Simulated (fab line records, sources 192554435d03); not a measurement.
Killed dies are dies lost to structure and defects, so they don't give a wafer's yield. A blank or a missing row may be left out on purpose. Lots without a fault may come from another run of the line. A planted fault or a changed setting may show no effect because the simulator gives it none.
Which tool did it? | flow n5_finfet | 24 lots, 72 wafers sampled, at 1 step of a route of 1938

WHAT THE GAUGES READ, wafer by wafer
N5_BEOL_M10_CD_MEAS_35: target cd 70 nm.
lot  | measured     | on        | cd_nm (nm)
L074 | day 9 15:17  | cd_sem-03 | 71.2 71.1 69.5
L076 | day 10 07:38 | cd_sem-03 | 70.2 71.5 71.3
L075 | day 10 11:23 | cd_sem-03 | 69.4 70.8 69.7
L077 | day 10 18:53 | cd_sem-02 | 70.8 70.7 71.9
L078 | day 10 21:56 | cd_sem-02 | 70.0 71.3 70.0
L079 | day 11 07:05 | cd_sem-02 | 68.4 71.5 70.7
L080 | day 11 11:28 | cd_sem-02 | 70.3 69.4 69.3
L081 | day 11 11:31 | cd_sem-02 | 69.3 70.4 69.3
L082 | day 11 17:10 | cd_sem-02 | 71.7 70.1 69.1
L083 | day 11 21:17 | cd_sem-03 | 71.2 71.0 71.3
L084 | day 12 09:57 | cd_sem-02 | 69.6 71.5 70.0
L085 | day 12 14:01 | cd_sem-03 | 69.9 70.6 70.0
L086 | day 12 16:31 | cd_sem-03 | 70.4 69.3 70.6
L087 | day 13 09:16 | cd_sem-02 | 71.3 71.8 71.3
L089 | day 13 12:48 | cd_sem-02 | 69.8 70.8 71.6
L088 | day 13 16:17 | cd_sem-01 | 69.6 70.8 71.1
L091 | day 14 04:03 | cd_sem-02 | 71.0 70.2 70.2
L090 | day 14 04:25 | cd_sem-02 | 69.8 71.0 69.6
L092 | day 14 10:41 | cd_sem-02 | 71.3 70.0 70.6
L093 | day 14 20:35 | cd_sem-02 | 71.7 71.5 71.0
L094 | day 15 03:43 | cd_sem-01 | 70.7 69.2 70.9
L095 | day 15 09:06 | cd_sem-01 | 70.8 70.5 71.6
L096 | day 15 17:24 | cd_sem-02 | 70.9 71.2 71.5
L097 | day 15 19:21 | cd_sem-02 | 70.3 70.7 69.0

WHICH TOOL RAN EACH LOT (tool, then ch and the chambers of the sampled wafers, then the start)
The record holds no process step before these readings.

WHAT THE TOOLS THEMSELVES READ (means of the sampled wafers that have a number; where no wafer has one, the mark that the record gives instead)
The record holds no such reading with a usual standard deviation.

THE ANSWER, worked out from the rows above alone
Rule: what is usual is taken from the lots themselves. Put in order of their means at a reading, lots are off if they are a third of the lots or fewer, leave a main group of 4 or more, and stand apart from it by a gap of 3 or more times the standard deviation of the main group's means; of several such gaps the widest counts. A main group whose means are all the same, to the digits that the tables above print for the reading, isn't used. A lot without any number at a reading at which 4 lots or more have one is off too. The other lots that the step has rows for count as sound. The gauges are gone through in route order, then the tools' own readings, and for those a lot's mean is taken as printed above. The first step at which some lot is off is used, and at that step the reading that is off furthest; a lot without a number counts as furthest.
No lot is off at any reading shown: from this, nothing can be told.

WHAT THE SIMULATOR HAD PUT IN
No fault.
